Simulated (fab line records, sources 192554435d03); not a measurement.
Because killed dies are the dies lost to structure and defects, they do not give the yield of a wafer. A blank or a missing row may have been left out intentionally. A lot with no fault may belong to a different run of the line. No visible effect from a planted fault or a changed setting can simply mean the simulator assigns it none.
Comparing a struck lot with a sound one    flow n5-finfet    15 out of 1938 route steps
Sound: wafers L838.2, L838.3, L838.4. The struck wafers were L855.1, L855.3. The cause is given at the end.
At each step with rows: each side's tool, then ch and its chambers, then its first start. Under that, the readings that differ: sound wafers    struck wafers    difference of the means    sigmas: that difference in standard deviations of wafers without a fault.
alike: words and numbers the same on both sides, and readings whose means are apart by under 2 such deviations; not compared: readings that were withheld, readings missing a value for some wafer, numbers with overlapping values and no deviation given by the record, and bounds like >300 which may hide the same value.
The two part at a step that has a row with sigmas, a row that says differs or no value, or rows on one side only. Numbers that have no deviation but don't overlap get no sigmas and don't part them. A reading that every wafer of one side lacks parts them only if that side has two wafers or more.

first, 1 step without rows for these wafers: N5_BEOL_M1_DEVELOP_27 (develop time 30 s).
N5_BEOL_M1_CD_MEAS_28: target cd y 23.3 nm.
  sound on cd-sem-02 ch 0, day 7 10:05; struck on cd-sem-03 ch 0, day 10 17:13
  alike: cd-nm
N5_BEOL_M1_OVL_MEAS_29:
  sound on overlay-01 ch 0, day 7 10:08; struck on overlay-02 ch 0, day 10 17:14
  alike: V0_OVL
N5_BEOL_M1_INSPECT_30: inspects for defects (brightfield).
  sound on defect-inspect-02 at day 7 10:11; struck on defect-inspect-02 at day 10 17:18
reading           sound        struck   difference  sigmas
raw-defect-count  312 355 253  540 549  +238        +2
then, 1 step without rows for these wafers: N5_BEOL_M1_DESCUM_33 (chemistry O2, time 7 s).
N5_BEOL_M1_ETCH_77: etches underlayer in N2/H2, target depth 6.5 nm, time 5.2 s.
  sound on rie-diel-06 ch 0,2,3, day 7 10:16; struck on rie-diel-02 ch 0,1, day 10 17:22
reading                 sound      struck   difference  sigmas
rf-hours-counter-h (h)  60 21 125  164 240  +133        
  alike: drypump-motor-current-A, etch-rf-on-time-s, h2-flow-sccm, oes-product-au, rf-vpp-V, showerhead-plenum-p-Torr, throttle-valve-pct
N5_BEOL_M1_ETCH_69: etches SiARC in CF4, target depth 15.6 nm, time 26 s.
  sound on rie-diel-06 ch 0,2,3, day 7 10:17; struck on rie-diel-02 ch 0,1, day 10 17:23
reading                 sound      struck   difference  sigmas
rf-hours-counter-h (h)  60 21 125  164 240  +133        
  alike: drypump-motor-current-A, etch-rf-on-time-s, oes-product-au, rf-vpp-V, showerhead-plenum-p-Torr, throttle-valve-pct
N5_BEOL_M1_ALD_98: deposits SiO2, target thk 2.5 nm, pulse time 1 s, co reactant pulse time 1 s.
  sound on ald-sin-02 ch 1,2,3, day 7 10:32; struck on ald-sin-04 ch 0,1, day 10 17:52
  alike: heater-power-w, precursor-pulse-height-rel
N5_BEOL_M1_ETCHBACK_99: etches SiO2 in CHF3, target depth 5 nm, time 10.4 s.
  sound on rie-diel-04 ch 0,3, day 8 00:22; struck on rie-diel-04 ch 2,3, day 10 19:23
  alike: CHF3_flow_sccm, drypump-motor-current-A, oes-product-au, rf-vpp-V, showerhead-plenum-p-Torr, throttle-valve-pct
  not compared: rf-hours-counter-h
N5_BEOL_M1_ETCH_70: etches SOC in N2/H2, target depth 80 nm, overetch 16 nm, time 120 s.
  sound on rie-diel-04 ch 0,3, day 8 00:24; struck on rie-diel-04 ch 2,3, day 10 19:25
  alike: drypump-motor-current-A, h2-flow-sccm, oes-product-au, rf-vpp-V, run-length-s, showerhead-plenum-p-Torr, throttle-valve-pct
  not compared: rf-hours-counter-h
then, 2 steps without rows for these wafers: N5_BEOL_M1_STRIP_71 (strips in N2/H2); N5_BEOL_M1_STRIP_78 (strips in N2/H2).
N5_BEOL_M1_VIA_ETCH_34: etches the open film in C4F6/O2, target depth 67.8 nm, time 64.4 s.
  sound on rie-diel-04 ch 0,3, day 8 00:30; struck on rie-diel-04 ch 2,3, day 10 19:31
reading                                   sound             struck      difference  sigmas
run-length-s (s)                          87.2 87.2 87.1    70.8 70.7   -16.4       -36
model.etch.depth-nm (nm)                  69.6 64.42 64.79  51.9 50.37  -15.1       
model.SOC_of_BEOL_M1_COAT_67.thk-nm (nm)  51.8 52.4 52      53.8 54     +1.8        
  alike: drypump-motor-current-A, oes-product-au, rf-vpp-V, showerhead-plenum-p-Torr, throttle-valve-pct
  not compared: rf-hours-counter-h
then, 1 step without rows for these wafers: N5_BEOL_M1_STRIP_83 (strips in C4F6/O2).
-- the record jumps here: 2 days lie between the struck wafers' starts before and after (it left off in module BEOL_M1 and takes up again in module BEOL_M4, whose first step shown is number 1111 of the route) --
N5_BEOL_M4_RC_MEAS_101:
  sound on prober-02 ch 0, day 9 21:12; struck on prober-01 ch 0, day 12 21:42
  alike: DIBL_N, DIBL_P, IOFF_N, IOFF_P, ION_N, ION_P, SS_N, SS_P, VT_N, VT_P

== WHERE THEY PART ==
First at N5_BEOL_M1_INSPECT_30; last, within this record, at N5_BEOL_M1_VIA_ETCH_34. Later steps at which nothing parts them and some readings are alike: N5_BEOL_M4_RC_MEAS_101.

WHY: what had been put in by the simulator
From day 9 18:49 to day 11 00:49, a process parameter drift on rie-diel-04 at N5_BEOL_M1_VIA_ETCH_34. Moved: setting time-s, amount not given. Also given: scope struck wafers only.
